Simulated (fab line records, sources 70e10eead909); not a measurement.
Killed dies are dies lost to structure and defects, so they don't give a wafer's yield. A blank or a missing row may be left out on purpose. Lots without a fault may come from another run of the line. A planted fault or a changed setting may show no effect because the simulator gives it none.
A struck lot beside a sound one | flow nand_harc | 40 steps out of a route of 1302
Sound: wafers L802.2, L802.5, L802.6. Struck: wafers L810.3, L810.4. (L810.2 of the same lot was not struck and is left out.) The cause comes at the end.
At each step with rows: each side's tool, then ch and its chambers, then its first start. Under that, the readings that differ: sound wafers | struck wafers | difference of the means | sigmas: that difference in standard deviations of wafers without a fault.
alike: readings whose means differ by less than 2 such deviations, and words and numbers that are the same on both sides. not compared: withheld readings, readings that some wafer has no value for, bounds like >300 that may hide the same value, and numbers for which the record gives no deviation and whose values overlap.
The two part at a step that has a row with sigmas, a row that says differs or no value, or rows on one side only. Numbers that don't overlap but have no deviation are shown without sigmas and don't part them. A reading that every wafer of one side lacks parts them only if that side has two wafers or more.

first, 11 steps without rows for these wafers: NHARC_A_STAIRCASE_HARDBAKE_10 (time 140 s); NHARC_A_STAIRCASE_DESCUM_11 (chemistry O2, time 3 s); NHARC_A_STAIRCASE_TRIM_12 (chemistry O2, time 211.2 s); NHARC_A_STAIRCASE_ETCH_13 (etches the open film in C4F8/O2, target depth 100 nm, time 40.5 s); NHARC_A_STAIRCASE_TRIM_14 (chemistry O2, time 211.2 s); NHARC_A_STAIRCASE_ETCH_15 (etches the open film in C4F8/O2, target depth 100 nm, time 40.5 s); NHARC_A_STAIRCASE_TRIM_16 (chemistry O2, time 211.2 s); NHARC_A_STAIRCASE_ETCH_17 (etches the open film in C4F8/O2, target depth 100 nm, time 40.5 s); NHARC_A_STAIRCASE_TRIM_18 (chemistry O2, time 211.2 s); NHARC_A_STAIRCASE_ETCH_19 (etches the open film in C4F8/O2, target depth 100 nm, time 40.5 s); NHARC_A_STAIRCASE_TRIM_20 (chemistry O2, time 211.2 s).
NHARC_A_STAIRCASE_ETCH_21: etches the open film in C4F8/O2, target depth 100 nm, time 40.5 s.
  sound on rie_diel-12 ch 1,2,3, day 18 00:25; struck on rie_diel-12 ch 3, day 21 23:03
  alike: oes_product_au, rf_fwd_power_W, rf_vpp_V
  not compared: rf_hours_counter_h
NHARC_A_STAIRCASE_TRIM_22: chemistry O2, time 211.2 s.
  sound on rie_diel-12 ch 1,2; struck on rie_diel-12 ch 2
  alike: drypump_motor_current_A, oes_product_au, rf_vpp_V, showerhead_plenum_p_Torr, throttle_valve_pct
  not compared: rf_hours_counter_h
NHARC_A_STAIRCASE_ETCH_23: etches the open film in C4F8/O2, target depth 100 nm, time 40.5 s.
  sound on rie_diel-12 ch 1,2,3; struck on rie_diel-12 ch 1,2
  alike: oes_product_au, rf_fwd_power_W, rf_vpp_V
  not compared: rf_hours_counter_h
NHARC_A_STAIRCASE_TRIM_24: chemistry O2, time 211.2 s.
  sound on rie_diel-12 ch 1,2,3; struck on rie_diel-12 ch 1,3
  alike: drypump_motor_current_A, oes_product_au, rf_vpp_V, showerhead_plenum_p_Torr, throttle_valve_pct
  not compared: rf_hours_counter_h
then, 1 step without rows for these wafers: NHARC_A_STAIRCASE_ETCH_25 (etches the open film in C4F8/O2, target depth 100 nm, time 40.5 s).
NHARC_A_STAIRCASE_TRIM_26: chemistry O2, time 211.2 s.
  sound on rie_diel-12 ch 0,2,3; struck on rie_diel-12 ch 1,2
  alike: drypump_motor_current_A, oes_product_au, rf_vpp_V, showerhead_plenum_p_Torr, throttle_valve_pct
  not compared: rf_hours_counter_h
then, 19 steps without rows for these wafers: NHARC_A_STAIRCASE_ETCH_27 (etches the open film in C4F8/O2, target depth 100 nm, time 40.5 s); NHARC_A_STAIRCASE_STRIP_175 (strips in O2); NHARC_A_STAIRCASE_STRIP_148 (strips in SPM, time 900 s); NHARC_A_STAIRCASE_PRECLEAN_149 (cleans in SC1); NHARC_A_STAIRCASE_SRD_150; NHARC_A_STAIRCASE_DEHYDRATE_176 (time 120 s); NHARC_A_STAIRCASE_HMDS_177 (time 30 s); NHARC_A_STAIRCASE_COAT_178; NHARC_A_STAIRCASE_SOFTBAKE_179 (time 170 s); NHARC_A_STAIRCASE_EBR_180; NHARC_A_STAIRCASE_EXPOSE_181 (exposes mask STAIR 2); NHARC_A_STAIRCASE_PEB_182 (peb time 130 s); NHARC_A_STAIRCASE_DEVELOP_183 (time 140 s); NHARC_A_STAIRCASE_HARDBAKE_185 (time 140 s); NHARC_A_STAIRCASE_DESCUM_186 (chemistry O2, time 3 s); NHARC_A_STAIRCASE_TRIM_187 (chemistry O2, time 211.2 s); NHARC_A_STAIRCASE_ETCH_188 (etches the open film in C4F8/O2, target depth 100 nm, time 40.5 s); NHARC_A_STAIRCASE_TRIM_189 (chemistry O2, time 211.2 s); NHARC_A_STAIRCASE_ETCH_190 (etches the open film in C4F8/O2, target depth 100 nm, time 40.5 s).
NHARC_A_STAIRCASE_TRIM_191: chemistry O2, time 211.2 s.
  sound on rie_diel-12 ch 2,3; struck on rie_diel-05 ch 2,3
  reading               | sound             | struck      | difference | sigmas
  oes_product_au (a.u.) | 0.984 0.997 0.987 | 1.007 1.015 | +0.022     | +2
  alike: drypump_motor_current_A, rf_vpp_V, showerhead_plenum_p_Torr, throttle_valve_pct
  not compared: rf_hours_counter_h
then, 2 steps without rows for these wafers: NHARC_A_STAIRCASE_ETCH_192 (etches the open film in C4F8/O2, target depth 100 nm, time 40.5 s); NHARC_A_STAIRCASE_TRIM_193 (chemistry O2, time 211.2 s).
-- the record jumps here: 9 days lie between the struck wafers' starts before and after (it left off in module A_STAIRCASE and takes up again in module END, whose first step shown is number 1302 of the route) --
NHARC_END_SORT_01:
  sound on prober-01 ch 0, day 27 04:06; struck on prober-02 ch 0, day 30 20:22
  reading         | sound    | struck  | difference | sigmas
  killed_at_array | 30 42 32 | 143 149 | +111       | +6
  killed_dies     | 36 43 37 | 150 153 | +113       | +6
  alike: killed_at_other, killed_at_periphery, killed_open, killed_short

WHERE THEY PART
First at NHARC_A_STAIRCASE_TRIM_191; last, within this record, at NHARC_END_SORT_01.

WHY: what the simulator had put in
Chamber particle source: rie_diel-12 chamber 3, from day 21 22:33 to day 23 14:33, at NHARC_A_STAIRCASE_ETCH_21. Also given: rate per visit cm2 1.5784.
